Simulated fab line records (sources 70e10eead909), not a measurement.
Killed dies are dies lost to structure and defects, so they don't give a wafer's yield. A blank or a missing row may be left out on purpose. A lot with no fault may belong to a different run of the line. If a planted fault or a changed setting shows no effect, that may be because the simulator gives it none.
Matching of chambers | flow nand harc | 4 sister chambers for NHARC_P_GATE_ETCH_32 on rie si-04
The step etches the open film in HBr/Cl2, target depth 150 nm, time 100.1 s. 4 wafers are shown with their chamber, then 8 later ones without.

## WAFERS, EACH WITH ITS CHAMBER
wafer  | chamber | drypump motor current A (A)
L085.1 | 3       | 6.3
L089.3 | 2       | 6.2
L089.6 | 0       | 5.3
L090.3 | 1       | 5.5

## WAFERS WHOSE CHAMBER IS MISSING
wafer  | drypump motor current A (A)
L090.4 | 5.3
L090.6 | 6.2
L095.1 | 6.3
L095.4 | 5.5
L095.5 | 5.4
L095.2 | 6.2
L095.3 | 5.4
L095.6 | 6.3

## CHAMBER TAKEN BY EACH
wafer  | from the rows above     | in truth
L090.4 | 0                       | 0
L090.6 | 2                       | 2
L095.1 | 3                       | 3
L095.4 | 1                       | 1
L095.5 | can't be placed: 1 or 0 | 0
L095.2 | 2                       | 2
L095.3 | can't be placed: 1 or 0 | 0
L095.6 | 3                       | 3
Placed correctly: 6 of 8. Can't be placed from these rows: 2 (the true chamber is among the candidates in 2). Number placed wrongly: 0.
How it was worked out, from the rows above alone: a wafer's distance from a chamber is the root of the sum, over the readings, of the square of ((its reading less the chamber's mean) divided by the reading's scatter). If the next closest chamber is less than 2 further off than the closest, the wafer can't be placed; otherwise it belongs to the closest. Each chamber's mean is taken over the wafers shown for it. The scatter (one wafer shown for each chamber): square how far every hidden wafer sits from the nearest shown wafer, average those squares and take the square root.
